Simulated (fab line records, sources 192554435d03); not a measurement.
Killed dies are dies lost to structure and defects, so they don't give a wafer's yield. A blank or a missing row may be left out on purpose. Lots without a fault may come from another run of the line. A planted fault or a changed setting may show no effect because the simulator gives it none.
Split-lot experiment | flow n5_finfet | 7 lots, 39 wafers read, on a route of 1938 steps

THE SPLIT
At N5_DUMMY_GATE_ETCH_31 (etches SiO2 in C4F6/O2, target depth 82.5 nm, time 27.5 s), the setting target_depth_a was moved away from the recipe's 825 angstrom on 15 of the 39 wafers read, by -4.4% to +11.5%. The other wafers ran this setting at the recipe's value.

The reading is taken at the split's own step.

THE READING
SOC_of_DUMMY_GATE_COAT_34.thk_nm (the simulator's own value, which no gauge read), in nm, at N5_DUMMY_GATE_ETCH_31 (etches SiO2 in C4F6/O2, target depth 82.5 nm, time 27.5 s). The file gives no usual value for it. The 24 wafers here that ran the recipe average 51.7 nm, standard deviation 0.17 nm.

wafer  | tool, chamber at the split | target_depth_a as run, angstrom | against the recipe | SOC_of_DUMMY_GATE_COAT_34.thk_nm, nm | against lot-mates on the recipe
L077.1 | rie_diel-02, 3             | 864.8                           | +4.8%              | 51.2                                 | -0.5
L077.2 | rie_diel-02, 2             | 825                             | recipe             | 51.8                                 | -
L077.3 | rie_diel-02, 1             | 825                             | recipe             | 51.6                                 | -
L077.4 | rie_diel-02, 0             | 864.8                           | +4.8%              | 51.2                                 | -0.5
L077.5 | rie_diel-02, 2             | 864.8                           | +4.8%              | 51.4                                 | -0.3
L077.6 | rie_diel-02, 3             | 825                             | recipe             | 51.6                                 | -
L079.1 | rie_diel-01, 0             | 825                             | recipe             | 51.8                                 | -
L079.2 | rie_diel-01, 1             | 825                             | recipe             | 52                                   | -
L079.3 | rie_diel-01, 2             | 866.2                           | +5.0%              | 51.8                                 | -0.2
L079.4 | rie_diel-01, 3             | 825                             | recipe             | 52.2                                 | -
L079.5 | rie_diel-01, 0             | 866.2                           | +5.0%              | 51.6                                 | -0.4
L079.6 | rie_diel-01, 3             | 866.2                           | +5.0%              | 51.4                                 | -0.6
L081.1 | rie_diel-02, 3             | 825                             | recipe             | 51.6                                 | -
L081.2 | rie_diel-02, 2             | 870.7                           | +5.5%              | 51.2                                 | -0.4
L081.3 | rie_diel-02, 0             | 825                             | recipe             | 51.6                                 | -
L081.4 | rie_diel-02, 1             | 825                             | recipe             | 51.6                                 | -
L081.5 | rie_diel-02, 2             | 870.7                           | +5.5%              | 51.2                                 | -0.4
L081.6 | rie_diel-02, 1             | 870.7                           | +5.5%              | 51.2                                 | -0.4
L086.1 | rie_diel-06, 3             | 825                             | recipe             | 51.8                                 | -
L086.2 | rie_diel-06, 2             | 825                             | recipe             | 51.6                                 | -
L086.3 | rie_diel-06, 0             | 825                             | recipe             | 51.6                                 | -
L086.4 | rie_diel-06, 1             | 825                             | recipe             | 51.4                                 | -
L086.5 | rie_diel-06, 1             | 825                             | recipe             | 51.6                                 | -
L086.6 | rie_diel-06, 0             | 825                             | recipe             | 51.8                                 | -
L092.1 | rie_diel-01, 2             | 788.4                           | -4.4%              | 52                                   | +0.4
L092.2 | rie_diel-01, 3             | 788.4                           | -4.4%              | 51.8                                 | +0.2
L092.3 | rie_diel-01, 0             | 825                             | recipe             | 51.6                                 | -
L092.4 | rie_diel-01, 1             | 788.4                           | -4.4%              | 52.2                                 | +0.6
L092.5 | rie_diel-01, 1             | 825                             | recipe             | 51.6                                 | -
L092.6 | rie_diel-01, 0             | 825                             | recipe             | 51.6                                 | -
L093.1 | rie_diel-01, 1             | 919.5                           | +11.5%             | 50.8                                 | -0.9
L093.2 | rie_diel-01, 0             | 919.5                           | +11.5%             | 51                                   | -0.7
L093.3 | rie_diel-01, 2             | 825                             | recipe             | 51.6                                 | -
L093.4 | rie_diel-01, 3             | 825                             | recipe             | 51.8                                 | -
L093.5 | rie_diel-01, 1             | 919.5                           | +11.5%             | 51                                   | -0.7
L093.6 | rie_diel-01, 2             | 825                             | recipe             | 51.8                                 | -
L097.2 | rie_diel-02, 0             | 825                             | recipe             | 51.6                                 | -
L097.3 | rie_diel-02, 2             | 825                             | recipe             | 51.6                                 | -
L097.4 | rie_diel-02, 1             | 825                             | recipe             | 51.4                                 | -

THE FIT
A straight line over all 39 wafers: SOC_of_DUMMY_GATE_COAT_34.thk_nm changes by -0.0656 nm for each +1% of target_depth_a; r = -0.82; the points scatter about the line by 0.18 nm.
The same after taking each lot's own level away (the mean of its wafers on the recipe; 39 wafers): -0.0749 nm for each +1%; r = -0.93; scatter 0.12 nm.
On that fit, the largest move of target_depth_a shifts the reading by 0.86 nm.
The lots' own levels span 51.53 to 52.00 nm, that is 2.7 times the standard deviation above.
So the lot-to-lot level changes the slope: the two fits differ.
Check: with one of the wafers moved furthest among these (+11.5%) left out of the fit, the line predicts -0.833 nm for it against its lot-mates. It came out at -0.933 nm against them.

OTHER SPLITS ON THESE WAFERS
These wafers also went through other splits before the reading. Each is held against what the fit with the lots' levels taken away leaves over:
other split on the same wafers          | wafers away from the commonest value | r with SOC_of_DUMMY_GATE_COAT_34.thk_nm (lot level and that fit taken away)
N5_ZERO_LAYER_PECVD_02 target_thk_a     | 15                                   | +0.07
N5_FIN_SAQP_SPACER2_ALD_28 target_thk_a | 18                                   | -0.21
N5_DUMMY_GATE_CVD_03 target_thk_a       | 24                                   | -0.07

THE WHOLE CHAIN: every reading that the file lists as answering this split, in the file's order
step                  | what it does                                              | reading                                                                           | change (the file's fit)                | r (the file's)
N5_DUMMY_GATE_ETCH_31 | etches SiO2 in C4F6/O2, target depth 82.5 nm, time 27.5 s | etch.depth_nm (the simulator's own value, which no gauge read)                    | +0.791 nm for each +1% of the setting  | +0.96
N5_DUMMY_GATE_ETCH_31 | etches SiO2 in C4F6/O2, target depth 82.5 nm, time 27.5 s | SOC_of_DUMMY_GATE_COAT_34.thk_nm (the simulator's own value, which no gauge read) | -0.0743 nm for each +1% of the setting | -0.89

THE FILE'S OWN FIT
SOC_of_DUMMY_GATE_COAT_34.thk_nm changes by -0.0743 nm for each +1% of target_depth_a, r = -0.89.
